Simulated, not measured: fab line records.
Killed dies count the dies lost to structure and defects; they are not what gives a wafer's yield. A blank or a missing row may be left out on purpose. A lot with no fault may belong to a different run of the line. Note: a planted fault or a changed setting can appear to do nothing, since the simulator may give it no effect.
A struck lot beside a sound one :: flow n5_finfet :: 36 out of 1938 route steps
Sound: wafers L810.2, L810.4, L810.5. Struck: wafer L825.4 (left out: L825.2, a lot-mate that was not struck); the cause follows at the end.
At each step with rows: each side's tool, then ch and its chambers, then its first start. Under that, the readings that differ: sound wafers :: struck wafers :: difference of the means :: sigmas: that difference in standard deviations of wafers without a fault.
alike: a reading whose means differ by less than 2 such deviations, as well as words and numbers matching on both sides. not compared: withheld readings; readings where some wafer has no value; bounds like >300 that might hide an equal value; numbers whose values overlap and for which the record gives no deviation.
Wherever a step has rows on one side only, a row that says differs or no value, or a row with sigmas, the two part there. When numbers do not overlap yet have no deviation, they are printed without sigmas and do not part them. A reading missing from all wafers of one side parts the sides only when that side holds two or more wafers.

first, 9 steps without rows for these wafers: N5_BEOL_M4_ANNEAL_95 (time 240 s); N5_BEOL_M4_SPUTTER_96 (material Cu, target thk 4.5 nm, time 8.29 s); N5_BEOL_M4_ECD_50 (material Cu, target thk 300 nm); N5_BEOL_M4_ANNEAL_51 (time 90 s); N5_BEOL_M4_CMP_52 (polishes, stops on SiOC, t overpolish 6.8 s, target thk 40 nm); N5_BEOL_M4_PRE_CLEAN_60 (time 15 s); N5_BEOL_M4_CO_CAP_55 (material Co, precursor CCTBA/H2, target thk 2 nm, time 102.1 s); N5_BEOL_M4_PRE_CLEAN_56 (time 15 s); N5_BEOL_M4_DEP_57 (deposits SiCN from 3MS/NH3, target thk 8 nm, time 14 s).
N5_BEOL_M4_RC_MEAS_101:
  sound on prober-02 ch 0, day 9 10:25; struck on prober-01 ch 0, day 13 20:31
  alike: DIBL_N, DIBL_P, IOFF_N, IOFF_P, ION_N, ION_P, SS_N, SS_P, VT_N, VT_P
then, 24 steps without rows for these wafers: N5_BEOL_M5_ILD_DEP_00 (deposits SiCOH lowk from DEMS/porogen, target thk 140.64 nm, time 25.9 s); N5_BEOL_M5_CURE_79 (cures SiCOH lowk, time 240 s); N5_BEOL_M5_PECVD_70 (deposits SiO2 from TEOS/O2, target thk 16 nm, time 18 s); N5_BEOL_M5_HM_DEP_02 (deposits TiN, target thk 20 nm); N5_BEOL_M5_COAT_59 (time 60 s, resist thk 60 nm); N5_BEOL_M5_COAT_60 (time 60 s, resist thk 12 nm); N5_BEOL_M5_COAT_71 (time 60 s, resist thk 5 nm); N5_BEOL_M5_COAT_05 (resist thk 30 nm); N5_BEOL_M5_EBR_07; N5_BEOL_M5_SOFTBAKE_06 (time 60 s); N5_BEOL_M5_EXPOSE_08 (exposes mask M5, target cd 28 nm); N5_BEOL_M5_PEB_09 (peb time 60 s); N5_BEOL_M5_DEVELOP_10 (develop time 30 s); N5_BEOL_M5_DESCUM_16 (chemistry O2, time 7 s); N5_BEOL_M5_ETCH_72 (etches underlayer in N2/H2, target depth 6.5 nm, time 5.2 s); N5_BEOL_M5_ETCH_61 (etches SiARC in CF4, target depth 15.6 nm, time 26 s); N5_BEOL_M5_ETCH_62 (etches SOC in N2/H2, target depth 75 nm, overetch 15 nm, time 112.5 s); N5_BEOL_M5_STRIP_63 (strips in N2/H2); N5_BEOL_M5_STRIP_73 (strips in N2/H2); N5_BEOL_M5_STRIP_64 (strips in CF4); N5_BEOL_M5_HM_OPEN_17 (chemistry Cl2/BCl3, target TiN, target depth 20 nm, overetch 6 nm); N5_BEOL_M5_STRIP_19 (strips in O2); N5_BEOL_M5_COAT_65 (time 60 s, resist thk 60 nm); N5_BEOL_M5_COAT_66 (time 60 s, resist thk 12 nm).
-- a jump in the record: the struck wafers' starts before and after are 4 days apart (it breaks off in module BEOL_M5 and resumes in module MIM_TOP, where the first step shown is number 1838 of the route) --
N5_MIM_TOP_SPUTTER_03: material TiN, target thk 35 nm, time 89.7 s.
  sound on pvd_sputter-01, day 13 21:29; struck on pvd_sputter-01, day 18 03:38
reading: model.TiN_of_MIM_TOP_SPUTTER_03.thk_nm (nm)
sound: 34.8 35.2 34.8
struck: 38
difference: +3
sigmas: 
  alike: cathode_dc_power_W, susceptor_temp_C, throttle_valve_pct
N5_PASSIVATION_PROBE_49:
  rows exist in the record for the struck wafers here (prober-01, day 18 14:56), but not for the sound ones

## WHERE THEY PART
Only at N5_PASSIVATION_PROBE_49, within this record.

WHY: what the simulator had put in
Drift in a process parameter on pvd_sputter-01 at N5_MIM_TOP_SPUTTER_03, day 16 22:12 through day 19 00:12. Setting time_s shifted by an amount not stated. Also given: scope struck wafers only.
